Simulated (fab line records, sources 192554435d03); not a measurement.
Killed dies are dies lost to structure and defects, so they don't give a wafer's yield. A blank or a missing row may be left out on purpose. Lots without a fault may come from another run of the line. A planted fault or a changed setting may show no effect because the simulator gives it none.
fab line records | flow n5_finfet
record lots=10 wafers=30 last_day=17
route steps=1938 shown GATE_CUT@467 MIM_TOP_ETCH@1853 MIM_BOT_ETCH@1868 PASSIVATION@1931
lots that met no fault: from a run of the same line without faults
start_h: hours from the record's first day to the start of the lot's first wafer shown | wait_h: hours since the lot's step before | " the same as in the row above | L1.1+2: a row that stands for several wafers | - no value, or no start given | * or withheld: withheld | < > ~ a bound
route shown NAME@n: a module of which the file shows steps, and the number in the route of the first | usual: mean/standard deviation of fault-free wafers | same: alike in all rows | chamber/n: place in a boat | sites: the reading at each site | _std_site: their standard deviation | _edge_site: outer sites' mean less inner sites' | radius_mm: how far each site lies from the wafer's centre | mask NAME#n: copy n | behind: the tool/chamber that last shaped the wafer | hold: why the lot was held/for how many hours/how that ended | device: the transistor (n, p or np) that didn't switch | end of line: the same wafers' tests at the end of the route | a step without rows: its recipe alone | killed: dies lost to structure and defects at the first sort, not the wafer's yield | map: a wafer's dies, x killed, . not, _ none there
set.NAME: the setting as run; set.NAME@STEP: as run at that earlier step | model.NAME: the simulator's own value behind a step, which no gauge read
steps of the route over a sample of lots; a table a step, a row a wafer
services: from which hour (start_h, from the record's first day; less than 0 if before it) a tool's chamber was out of use, for how many hours, and why
## steps
# step N5_GATE_CUT_ETCHBACK_30
# recipe chemistry=Cl2/Ar target=TiN target_depth_a=30 mode=isotropic pressure_mtorr=10 icp_w=600 bias_w=60 Cl2_flow_sccm=40 Ar_flow_sccm=60
# usual bias_w=60.01/0.17 drypump_motor_current_A=5.6/0.42 oes_product_au=0.68/0.073 throttle_valve_pct=21.01/0.18
# columns lot.wafer tool chamber start_h wait_h bias_w drypump_motor_current_A oes_product_au rf_hours_counter_h throttle_valve_pct
L591.2 rie_metal-02 0 83.31 0.1 60.27 5.1 0.82 25 20.67
L591.3 " 1 " " 59.96 6.1 0.69 - 21.06
L591.6 " 0 " " 60.29 5.1 0.83 - 20.69
L592.2 rie_metal-03 1 89.97 0.1 60.02 5.1 0.58 139 21.00
L592.5 " 1 " " 60.24 5.1 0.58 - 21.02
L592.6 " 0 " " 59.99 5.6 0.64 - 21.04
L595.1 rie_metal-03 1 108.23 0.1 60.02 5.1 0.58 140 21.00
L595.3 " 0 " " 59.91 5.7 0.64 - 21.07
L595.5 " 0 " " 59.93 5.7 0.64 - 21.05
L596.1 rie_metal-02 0 113.99 0.1 60.02 5.1 0.81 28 20.68
L596.2 " 1 " " 60.00 6.1 0.69 76 21.04
L596.4 " 1 " " 59.87 6.1 0.69 - 21.06
L597.1 rie_metal-02 1 117.59 0.1 60.07 6.1 0.70 76 21.05
L597.3 " 1 " " 60.01 6.1 0.70 - 21.05
L597.4 " 0 " " 60.16 5.1 0.81 - 20.68
L598.1 rie_metal-03 1 127.76 0.1 59.92 5.1 0.57 142 21.02
L598.3 " 0 " " 60.01 5.7 0.64 - 21.05
L598.5 " 0 " " 59.89 5.7 0.64 - 21.06
L600.1 rie_metal-01 0 135.37 0.1 60.24 5.7 0.61 118 21.11
L600.5 " 0 " " 60.12 5.6 0.61 - 21.10
L600.6 " 1 " " 60.05 6.1 0.67 - 21.19
L602.1 rie_metal-02 0 144.70 0.1 60.30 5.1 0.81 31 20.70
L602.4 " 0 " " 60.30 5.0 0.80 - 20.69
L602.5 " 1 " " 59.87 6.1 0.68 - 21.06
L610.2 rie_metal-02 1 194.14 0.1 60.01 6.1 0.68 84 21.07
L610.5 " 0 " " 59.66 5.1 0.78 - 20.72
L610.6 " 1 " " 60.18 6.1 0.67 - 21.06
L612.1 rie_metal-02 1 205.88 0.1 59.95 6.1 0.68 84 21.07
L612.3 " 1 " " 60.39 6.1 0.68 - 21.06
L612.4 " 0 " " 59.78 5.1 0.80 - 20.69
# step N5_MIM_TOP_ETCH_PECVD_03
# recipe material=SiNx target_thk_a=200 temp_c=400 precursor=SiH4/NH3/N2 pressure_torr=1.5 rf_w=300 time_s=17.6
# usual heater_power_w=727/85 showerhead_plenum_p_Torr=5.12/0.085 throttle_valve_pct=38.9/1.9
# columns lot.wafer tool chamber start_h wait_h heater_power_w showerhead_plenum_p_Torr throttle_valve_pct
L591.2 pecvd-01 0 259.01 - 666 4.99 40.4
L591.3 " 2 " " 720 5.12 35.7
L591.6 " 1 " " 694 5.09 39.8
L595.1 pecvd-01 0 274.52 - 772 4.98 40.3
L595.3 " 1 " " 663 5.08 39.9
L595.5 " 0 " " 769 4.98 40.6
L592.2 pecvd-02 2 274.56 - 794 5.31 37.4
L592.5 " 2 " " 802 5.31 37.4
L592.6 " 1 " " 838 5.19 41.3
L596.1 pecvd-01 0 287.38 - 766 4.99 40.4
L596.2 " 2 " " 679 5.12 35.8
L596.4 " 1 " " 650 5.09 40.0
L597.1 pecvd-04 2 294.18 - 775 5.12 36.5
L597.3 " 1 " " 617 5.14 39.3
L597.4 " 2 " " 774 5.13 36.7
L598.1 pecvd-01 1 304.88 - 732 5.08 39.9
L598.3 " 0 " " 762 4.97 40.5
L598.5 " 2 " " 657 5.11 35.9
L600.1 pecvd-01 2 325.63 - 693 5.11 36.2
L600.5 " 2 " " 722 5.11 35.9
L600.6 " 0 " " 729 4.99 40.1
L602.1 pecvd-01 1 329.95 - 662 5.09 40.2
L602.4 " 2 " " 684 5.11 36.1
L602.5 " 0 " " 766 4.98 40.4
L610.2 pecvd-02 2 383.31 - 814 5.32 38.4
L610.5 " 0 " " 698 5.18 39.5
L610.6 " 2 " " 804 5.31 38.3
L612.1 pecvd-04 2 394.13 - 889 5.13 36.6
L612.3 " 1 " " 594 5.14 39.1
L612.4 " 2 " " 876 5.13 36.9
# step N5_MIM_BOT_ETCH_ETCH_00
# recipe chemistry=Cl2/BCl3 target=TiN target_depth_a=455 ion_energy_ev=150 pressure_mtorr=10 icp_w=1000 bias_w=126 Cl2_flow_sccm=53.25 bcl3_flow_sccm=21.75 Ar_flow_sccm=25
# usual bias_w=126.0/0.36 drypump_motor_current_A=5.6/0.42 oes_product_au=0.81/0.12 throttle_valve_pct=22.01/0.19
# columns lot.wafer tool chamber start_h wait_h bias_w drypump_motor_current_A oes_product_au rf_hours_counter_h throttle_valve_pct
L591.2 rie_metal-01 1 259.96 0.2 126.0 6.1 0.64 - 22.37
L591.3 " 1 " " 126.9 6.1 0.64 - 22.39
L591.6 " 1 " " 126.3 6.1 0.65 - 22.38
L592.2 rie_metal-02 1 275.45 0.1 125.5 6.1 0.66 92 22.19
L592.5 " 0 " " 126.0 5.1 0.76 - 21.87
L592.6 " 1 " " 125.3 6.1 0.66 - 22.22
L595.1 rie_metal-03 1 275.49 0.1 125.9 5.1 0.89 8 21.83
L595.3 " 1 " " 125.7 5.1 0.88 - 21.82
L595.5 " 1 " " 126.1 5.1 0.89 - 21.82
L596.1 rie_metal-03 1 288.28 0.1 126.0 5.1 0.87 11 21.82
L596.2 " 1 " " 125.8 5.1 0.87 - 21.80
L596.4 " 1 " " 125.7 5.1 0.87 - 21.80
L597.1 rie_metal-01 0 295.45 0.1 126.4 5.7 0.95 3 22.01
L597.3 " 0 " " 126.6 5.7 0.95 - 21.99
L597.4 " 1 " " 126.2 6.1 0.64 - 22.37
L598.1 rie_metal-01 1 305.69 0.1 125.5 6.1 0.64 104 22.38
L598.3 " 0 " " 126.4 5.7 0.93 - 22.00
L598.5 " 0 " " 126.0 5.6 0.94 - 22.01
L600.1 rie_metal-03 0 326.51 0.1 126.2 5.7 1.00 2 21.76
L600.5 " 1 " " 125.9 5.1 0.86 - 21.83
L600.6 " 0 " " 126.3 5.7 1.00 - 21.76
L602.1 rie_metal-02 1 330.63 0.1 125.6 6.1 0.65 97 22.21
L602.4 " 1 " " 126.0 6.1 0.66 - 22.20
L602.5 " 0 " " 125.7 5.1 0.74 - 21.89
L610.2 rie_metal-01 1 384.38 0.1 126.7 6.1 0.98 1 22.13
L610.5 " 1 " " 126.6 6.1 0.99 - 22.11
L610.6 " 0 " " 126.0 5.7 0.89 - 22.02
L612.1 rie_metal-01 0 394.94 0.1 126.5 5.6 0.88 15 22.02
L612.3 " 0 " " 126.2 5.6 0.87 - 22.02
L612.4 " 1 " " 126.2 6.1 0.96 - 22.14
# step N5_PASSIVATION_STRIP_48
# recipe chemistry=O2 power_w=600 temp_c=60 pressure_mtorr=30 rf_frequency_hz=6e+07 bias_power_w=0 overash_fraction=0.5 o2_flow_sccm=225
# usual drypump_motor_current_A=5.7/0.39 oes_product_au=0.82/0.069 rf_vpp_V=3.8/2.5 showerhead_plenum_p_Torr=2.11/0.061 throttle_valve_pct=16.63/0.19
# columns lot.wafer tool chamber start_h wait_h drypump_motor_current_A oes_product_au rf_hours_counter_h rf_vpp_V showerhead_plenum_p_Torr throttle_valve_pct
L591.2 rie_diel-06 0 268.06 0.1 5.1 0.75 168 0.5 2.15 16.70
L591.3 " 1 " " 6.1 0.86 67 11.3 2.24 16.57
L591.6 " 0 " " 5.1 0.75 - 3.6 2.15 16.65
L595.1 rie_diel-03 2 283.71 0.1 5.4 0.84 63 4.7 2.12 16.64
L595.3 " 3 " " 5.7 0.89 41 0.3 2.04 16.32
L595.5 " 2 " " 5.3 0.81 - 4.8 2.12 16.77
L592.2 rie_diel-03 2 284.30 0.1 5.3 0.81 64 5.7 2.12 16.64
L592.5 " 1 " " 6.0 0.79 - 4.1 2.03 16.56
L592.6 " 2 " " 5.3 0.82 - 4.9 2.12 16.68
L596.1 rie_diel-06 0 294.53 0.1 5.2 0.74 178 6.3 2.15 16.70
L596.2 " 2 " " 5.5 0.89 32 10.6 2.14 16.57
L596.4 " 1 " " 6.0 0.80 77 0 2.23 16.58
L597.1 rie_diel-01 1 302.02 0.1 6.4 0.79 110 6.6 2.10 16.36
L597.3 " 2 " " 5.2 0.88 23 1.4 2.04 16.41
L597.4 " 0 " " 6.7 0.89 38 9.5 2.15 16.57
L598.1 rie_diel-06 2 312.00 0.1 5.5 0.88 40 7.0 2.13 16.52
L598.3 " 0 " " 5.1 0.73 184 5.1 2.15 16.67
L598.5 " 0 " " 5.2 0.76 - 3.9 2.15 16.65
L600.1 rie_diel-01 3 331.82 0.1 5.5 0.92 18 4.9 2.06 16.57
L600.5 " 0 " " 6.7 0.86 - 2.1 2.14 16.60
L600.6 " 1 " " 6.4 0.81 - 7.9 2.09 16.36
L602.1 rie_diel-01 1 336.72 0.1 6.4 0.81 123 5.9 2.09 16.23
L602.4 " 3 " " 5.5 0.92 21 7.2 2.06 16.47
L602.5 " 2 " " 5.3 0.88 - 4.7 2.04 16.45
L610.2 rie_diel-06 1 390.71 0.1 6.0 0.80 112 0.1 2.22 16.65
L610.5 " 2 " " 5.6 0.83 - 3.3 2.12 16.56
L610.6 " 0 " " 5.2 0.72 - 3.5 2.14 16.63
L612.1 rie_diel-06 0 403.77 0.1 5.1 0.72 218 3.3 2.14 16.72
L612.3 " 2 " " 5.5 0.82 75 2.3 2.12 16.59
L612.4 " 1 " " 6.1 0.77 119 1.8 2.22 16.65
# step N5_PASSIVATION_PROBE_49
# usual defect_limited_yield=91.6/1.6 killed_at_M0_to_M3=31/10 killed_at_M4_up=14/6.3 killed_at_contacts=12/6.1 killed_at_front_end=39/12 killed_at_other=3.7/2.8 killed_dies=100/19 killed_on_rim=13/4.2 killed_open=66/14 killed_short=33/8.1 sort_bin_5_function=5.0/1.1 sort_bin_6_memory=3.2/0.66 sort_n_pass=1080/18 sort_yield_pct=91.6/1.6
# same gross_dies=1180 killed_at_back_side=0 sort_bin_4_leakage[%]=0 sort_bin_8_speed[%]=0
# columns lot.wafer tool chamber start_h wait_h defect_limited_yield[%] killed_at_M0_to_M3 killed_at_M4_up killed_at_contacts killed_at_front_end killed_at_other killed_dies killed_on_rim killed_open killed_short sort_bin_5_function[%] sort_bin_6_memory[%] sort_n_pass sort_yield_pct[%]
L598.1 prober-02 - 314.49 0.0 89.1 61 21 9 34 4 129 20 84 45 6.8 4.0 1051 89.1
L598.3 prober-02 - 314.59 0.1 86.3 36 14 15 94 3 162 15 102 57 7.6 5.6 1018 86.3
L598.5 prober-02 - 314.69 0.2 92.0 32 12 8 38 4 94 17 65 20 4.9 2.2 1086 92.0
L600.1 prober-02 - 334.33 0.0 89.7 32 25 8 52 5 122 24 79 38 6.2 3.5 1058 89.7
L600.5 prober-02 - 334.53 0.2 91.6 21 18 8 50 2 99 12 69 30 4.7 3.6 1081 91.6
L600.6 prober-02 - 334.58 0.3 89.7 29 23 11 53 5 121 18 82 34 6.6 3.3 1059 89.7
L610.2 prober-01 - 393.25 0.1 83.1 43 21 9 116 11 200 30 77 36 9.3 4.9 980 83.1
L610.5 prober-01 - 393.40 0.2 86.7 19 12 6 119 1 157 21 51 19 8.1 2.8 1023 86.7
L610.6 prober-01 - 393.45 0.3 82.5 45 8 14 130 10 207 33 74 45 11.3 4.0 973 82.5
L612.1 prober-02 - 406.38 0.0 84.7 25 14 20 116 6 181 32 56 31 9.1 3.3 999 84.7
L612.3 prober-02 - 406.48 0.1 86.3 17 17 17 105 6 162 26 53 21 7.6 3.1 1018 86.3
L612.4 prober-02 - 406.53 0.2 86.9 21 14 12 106 1 154 26 50 19 7.9 2.9 1026 86.9
# killed by level:class
L598.1 BEOL_M0_SAQP:geometric_particle:short=17 BEOL_M2:geometric_particle:open=16 BEOL_M0_SAQP:geometric_particle:open=12 BEOL_M3:geometric_particle:open=9 FIN_SAQP:geometric_particle:short=8 MOL_CONTACT_COAG:geometric_particle:open=8 DUMMY_GATE:geometric_particle:open=5 FIN_CUT:geometric_particle:open=4
L598.3 STI_FIN_REVEAL:geometric_particle:open=24 FIN_SAQP:geometric_particle:open=20 FIN_SAQP:geometric_particle:short=16 BEOL_M0_SAQP:geometric_particle:short=12 MOL_CONTACT_COAG:geometric_particle:open=10 BEOL_M4:geometric_particle:open=8 BEOL_M2:geometric_particle:open=8 BEOL_M3:geometric_particle:open=7
L598.5 BEOL_M0_SAQP:geometric_particle:open=14 FIN_SAQP:geometric_particle:open=9 STI_FIN_REVEAL:geometric_particle:open=7 HKMG_FIN:area_etch=7 BEOL_M3:geometric_particle:open=5 MOL_CONTACT_COAG:geometric_particle:open=5 BEOL_M2:geometric_particle:open=4 BEOL_M0_SAQP:geometric_particle:short=3
L600.1 FIN_SAQP:geometric_particle:open=20 BEOL_M4:geometric_particle:open=11 BEOL_M0_SAQP:geometric_particle:open=10 MOL_CONTACT_COAG:geometric_particle:open=7 STARTING-WAFER:geometric_particle:short=7 BEOL_M0_SAQP:geometric_particle:short=6 FIN_SAQP:geometric_particle:short=5 BEOL_M3:geometric_particle:open=5
L600.5 STI_FIN_REVEAL:geometric_particle:open=16 BEOL_M4:geometric_particle:open=12 BEOL_M2:geometric_particle:open=10 FIN_SAQP:geometric_particle:open=9 MOL_CONTACT_COAG:geometric_particle:open=7 STI_FIN_REVEAL:geometric_particle:short=4 GATE_CUT:geometric_particle:short=4 BEOL_M2:geometric_particle:short=4
L600.6 FIN_SAQP:geometric_particle:open=17 MOL_CONTACT_COAG:geometric_particle:open=10 BEOL_M4:geometric_particle:open=9 FIN_SAQP:geometric_particle:short=7 DUMMY_GATE:geometric_particle:open=7 BEOL_M0_SAQP:geometric_particle:short=5 BEOL_M2:geometric_particle:open=5 BEOL_M3:geometric_particle:open=5
L610.2 GATE_CUT:unspecified=84 BEOL_M0_SAQP:geometric_particle:open=14 BEOL_M0_SAQP:geometric_particle:short=12 MOL_CONTACT_COAG:geometric_particle:open=9 FIN_SAQP:geometric_particle:open=7 BEOL_M1:geometric_particle:open=7 STI_FIN_REVEAL:geometric_particle:open=7 BEOL_M4:geometric_particle:open=7
L610.5 GATE_CUT:unspecified=83 STI_FIN_REVEAL:geometric_particle:open=14 BEOL_M0_SAQP:geometric_particle:short=7 MOL_CONTACT_COAG:geometric_particle:open=6 BEOL_M1:geometric_particle:open=5 FIN_SAQP:geometric_particle:open=4 DUMMY_GATE:geometric_particle:open=4 GATE_CUT:geometric_particle:open=4
L610.6 GATE_CUT:unspecified=88 STI_FIN_REVEAL:geometric_particle:open=19 BEOL_M1:geometric_particle:open=15 BEOL_M0_SAQP:geometric_particle:short=14 MOL_CONTACT_COAG:geometric_particle:open=9 BEOL_M0_SAQP:geometric_particle:open=9 FIN_SAQP:geometric_particle:open=6 STI_FIN_REVEAL:geometric_particle:short=5
L612.1 GATE_CUT:unspecified=89 MOL_CONTACT_COAG:geometric_particle:open=16 BEOL_M0_SAQP:geometric_particle:short=9 BEOL_M4:geometric_particle:open=7 STI_FIN_REVEAL:geometric_particle:open=4 MOL_CONTACT_COAG:geometric_particle:short=4 BEOL_M2:geometric_particle:open=4 STARTING-WAFER:geometric_particle:short=4
L612.3 GATE_CUT:unspecified=87 MOL_CONTACT_COAG:geometric_particle:open=12 STI_FIN_REVEAL:geometric_particle:open=6 BEOL_M4:geometric_particle:open=6 MOL_CONTACT_COAG:geometric_particle:short=5 BEOL_M1:geometric_particle:open=5 DUMMY_GATE:geometric_particle:open=4 BEOL_M5:geometric_particle:open=4
L612.4 GATE_CUT:unspecified=83 MOL_CONTACT_COAG:geometric_particle:open=10 BEOL_M4:geometric_particle:open=7 BEOL_M0_SAQP:geometric_particle:short=5 FIN_SAQP:geometric_particle:open=4 BEOL_M2:geometric_particle:open=4 FIN_SAQP:geometric_particle:short=3 ILD0:geometric_particle:open=3
## services
# columns tool chamber start_h hours kind
rie_diel-06 2 78.60 4.3 repair
rie_diel-01 3 80.46 4.2 repair
rie_metal-01 1 91.01 5.0 repair
rie_diel-03 2 91.31 7.1 repair
rie_diel-03 - 111.30 2.4 repair
rie_diel-06 1 132.23 6.0 repair
rie_diel-06 0 133.63 5.5 repair
rie_metal-02 1 136.47 5.3 repair
rie_diel-06 - 139.31 0.5 repair
rie_metal-03 - 146.71 0.8 repair
rie_diel-06 3 155.87 5.8 repair
pecvd-02 - 206.05 3.1 repair
rie_metal-03 0 213.09 4.3 repair
pecvd-02 - 217.20 2.8 pm
rie_metal-01 1 217.82 15.9 repair
rie_diel-03 - 221.21 0.3 repair
pecvd-02 1 235.00 3.7 repair
rie_metal-03 1 245.22 17.3 repair
pecvd-04 1 265.09 6.4 repair
rie_diel-01 - 282.13 15.6 pm
rie_diel-06 - 319.09 2.8 pm
pecvd-01 2 347.36 12.4 repair
rie_diel-06 3 347.85 6.3 repair
rie_diel-01 - 401.83 3.2 repair
## key
first_sign step=N5_PASSIVATION_PROBE_49 reading=killed_at_front_end direction=up sigmas=6.3 usual=39 struck=115
effect step=N5_PASSIVATION_PROBE_49 reading=defect_limited_yield direction=down sigmas=4.2 usual=91.6 struck=85.0
more_kills_born_at N5_GATE_CUT_ETCHBACK_30@rie_metal-02=514
met_at N5_GATE_CUT_ETCHBACK_30
struck_lots L610,L612
not_acting_at N5_MIM_TOP_ETCH_PECVD_03,N5_MIM_BOT_ETCH_ETCH_00,N5_PASSIVATION_STRIP_48
onset_between 144.70 194.14
also_fits time
fault kind=chamber_particle_source tool=rie_metal-02 chamber=- onset_h=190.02 steps=N5_GATE_CUT_ETCHBACK_30 rate_per_visit_cm2=1.3598 end_h=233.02
